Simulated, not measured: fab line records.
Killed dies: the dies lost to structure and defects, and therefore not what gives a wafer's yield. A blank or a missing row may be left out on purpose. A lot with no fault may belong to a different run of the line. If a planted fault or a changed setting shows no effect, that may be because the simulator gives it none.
Chamber matching :: flow n5 finfet :: N5_BEOL_M8_ETCH_61 on rie diel-02: 4 sister chambers
The step etches SiARC in CF4, target depth 45.5 nm, time 75.8 s. 27 wafers are shown with their chamber, then 12 later ones without.

## WAFERS, EACH WITH ITS CHAMBER
wafer: L077.1
chamber: 2
drypump motor current A (A): 5.37
showerhead plenum p Torr (Torr): 2.12
throttle valve pct (%): 15.70

wafer: L077.2
chamber: 3
drypump motor current A (A): 5.57
showerhead plenum p Torr (Torr): 2.12
throttle valve pct (%): 16.14

wafer: L077.3
chamber: 0
drypump motor current A (A): 5.55
showerhead plenum p Torr (Torr): 2.13
throttle valve pct (%): 15.71

wafer: L083.1
chamber: 0
drypump motor current A (A): 5.56
showerhead plenum p Torr (Torr): 2.12
throttle valve pct (%): 15.73

wafer: L083.2
chamber: 1
drypump motor current A (A): 5.87
showerhead plenum p Torr (Torr): 2.20
throttle valve pct (%): 15.94

wafer: L083.6
chamber: 1
drypump motor current A (A): 5.87
showerhead plenum p Torr (Torr): 2.20
throttle valve pct (%): 15.94

wafer: L088.1
chamber: 2
drypump motor current A (A): 5.33
showerhead plenum p Torr (Torr): 2.11
throttle valve pct (%): 15.22

wafer: L088.2
chamber: 1
drypump motor current A (A): 5.87
showerhead plenum p Torr (Torr): 2.20
throttle valve pct (%): 15.98

wafer: L088.3
chamber: 3
drypump motor current A (A): 5.57
showerhead plenum p Torr (Torr): 2.11
throttle valve pct (%): 16.21

wafer: L088.4
chamber: 1
drypump motor current A (A): 5.85
showerhead plenum p Torr (Torr): 2.20
throttle valve pct (%): 15.95

wafer: L088.5
chamber: 3
drypump motor current A (A): 5.57
showerhead plenum p Torr (Torr): 2.11
throttle valve pct (%): 16.19

wafer: L088.6
chamber: 2
drypump motor current A (A): 5.35
showerhead plenum p Torr (Torr): 2.11
throttle valve pct (%): 15.22

wafer: L087.3
chamber: 3
drypump motor current A (A): 5.56
showerhead plenum p Torr (Torr): 2.11
throttle valve pct (%): 16.20

wafer: L087.4
chamber: 2
drypump motor current A (A): 5.41
showerhead plenum p Torr (Torr): 2.11
throttle valve pct (%): 15.22

wafer: L087.5
chamber: 3
drypump motor current A (A): 5.54
showerhead plenum p Torr (Torr): 2.11
throttle valve pct (%): 16.20

wafer: L092.1
chamber: 1
drypump motor current A (A): 5.88
showerhead plenum p Torr (Torr): 2.19
throttle valve pct (%): 16.00

wafer: L092.2
chamber: 2
drypump motor current A (A): 5.38
showerhead plenum p Torr (Torr): 2.10
throttle valve pct (%): 15.24

wafer: L092.5
chamber: 2
drypump motor current A (A): 5.42
showerhead plenum p Torr (Torr): 2.11
throttle valve pct (%): 15.24

wafer: L094.1
chamber: 2
drypump motor current A (A): 5.42
showerhead plenum p Torr (Torr): 2.10
throttle valve pct (%): 15.25

wafer: L094.2
chamber: 3
drypump motor current A (A): 5.56
showerhead plenum p Torr (Torr): 2.10
throttle valve pct (%): 16.21

wafer: L094.3
chamber: 0
drypump motor current A (A): 5.60
showerhead plenum p Torr (Torr): 2.12
throttle valve pct (%): 15.31

wafer: L094.4
chamber: 3
drypump motor current A (A): 5.56
showerhead plenum p Torr (Torr): 2.10
throttle valve pct (%): 16.21

wafer: L094.5
chamber: 0
drypump motor current A (A): 5.56
showerhead plenum p Torr (Torr): 2.12
throttle valve pct (%): 15.31

wafer: L094.6
chamber: 2
drypump motor current A (A): 5.40
showerhead plenum p Torr (Torr): 2.10
throttle valve pct (%): 15.25

wafer: L093.1
chamber: 0
drypump motor current A (A): 5.55
showerhead plenum p Torr (Torr): 2.12
throttle valve pct (%): 15.29

wafer: L093.2
chamber: 2
drypump motor current A (A): 5.40
showerhead plenum p Torr (Torr): 2.10
throttle valve pct (%): 15.25

wafer: L093.5
chamber: 3
drypump motor current A (A): 5.55
showerhead plenum p Torr (Torr): 2.10
throttle valve pct (%): 16.22

SIGNATURES, as means of the wafers listed above
reading: drypump motor current A
chamber 0: 5.5640
chamber 1: 5.8680
chamber 2: 5.3867
chamber 3: 5.5600
scatter within a chamber: 0.0219

reading: showerhead plenum p Torr
chamber 0: 2.1220
chamber 1: 2.1980
chamber 2: 2.1067
chamber 3: 2.1075
scatter within a chamber: 0.00629

reading: throttle valve pct
chamber 0: 15.4700
chamber 1: 15.9620
chamber 2: 15.2878
chamber 3: 16.1975
scatter within a chamber: 0.133
Rule: a wafer lies at a distance from a chamber equal to the root of the sum of squares, over the readings, of (its reading less the chamber's mean, divided by the reading's scatter). If the next closest chamber is less than 2 further off than the closest, the wafer can't be placed; otherwise it belongs to the closest. The scatter is the square root of a quotient: the sum, over the shown wafers, of each reading's squared deviation from its chamber's mean, divided by wafers minus chambers.

## WAFERS MISSING THEIR CHAMBER
wafer: L095.1
drypump motor current A (A): 5.63
showerhead plenum p Torr (Torr): 2.12
throttle valve pct (%): 15.32

wafer: L095.2
drypump motor current A (A): 5.35
showerhead plenum p Torr (Torr): 2.10
throttle valve pct (%): 15.27

wafer: L095.3
drypump motor current A (A): 5.62
showerhead plenum p Torr (Torr): 2.12
throttle valve pct (%): 15.30

wafer: L095.4
drypump motor current A (A): 5.40
showerhead plenum p Torr (Torr): 2.10
throttle valve pct (%): 15.25

wafer: L095.5
drypump motor current A (A): 5.62
showerhead plenum p Torr (Torr): 2.12
throttle valve pct (%): 15.31

wafer: L095.6
drypump motor current A (A): 5.39
showerhead plenum p Torr (Torr): 2.10
throttle valve pct (%): 15.26

wafer: L096.1
drypump motor current A (A): 5.36
showerhead plenum p Torr (Torr): 2.10
throttle valve pct (%): 15.27

wafer: L096.2
drypump motor current A (A): 5.87
showerhead plenum p Torr (Torr): 2.19
throttle valve pct (%): 15.48

wafer: L096.3
drypump motor current A (A): 5.59
showerhead plenum p Torr (Torr): 2.11
throttle valve pct (%): 15.32

wafer: L096.4
drypump motor current A (A): 5.41
showerhead plenum p Torr (Torr): 2.10
throttle valve pct (%): 15.29

wafer: L096.5
drypump motor current A (A): 5.88
showerhead plenum p Torr (Torr): 2.19
throttle valve pct (%): 15.48

wafer: L096.6
drypump motor current A (A): 5.56
showerhead plenum p Torr (Torr): 2.11
throttle valve pct (%): 15.32

## EACH ONE'S CHAMBER
wafer: L095.1
from the rows above: 0
in truth: 0

wafer: L095.2
from the rows above: 2
in truth: 2

wafer: L095.3
from the rows above: 0
in truth: 0

wafer: L095.4
from the rows above: 2
in truth: 2

wafer: L095.5
from the rows above: 0
in truth: 0

wafer: L095.6
from the rows above: 2
in truth: 2

wafer: L096.1
from the rows above: 2
in truth: 2

wafer: L096.2
from the rows above: 1
in truth: 1

wafer: L096.3
from the rows above: 0
in truth: 0

wafer: L096.4
from the rows above: 2
in truth: 2

wafer: L096.5
from the rows above: 1
in truth: 1

wafer: L096.6
from the rows above: 0
in truth: 0
12 of 12 placed correctly. Not placeable from these rows: 0. Number placed wrongly: 0.
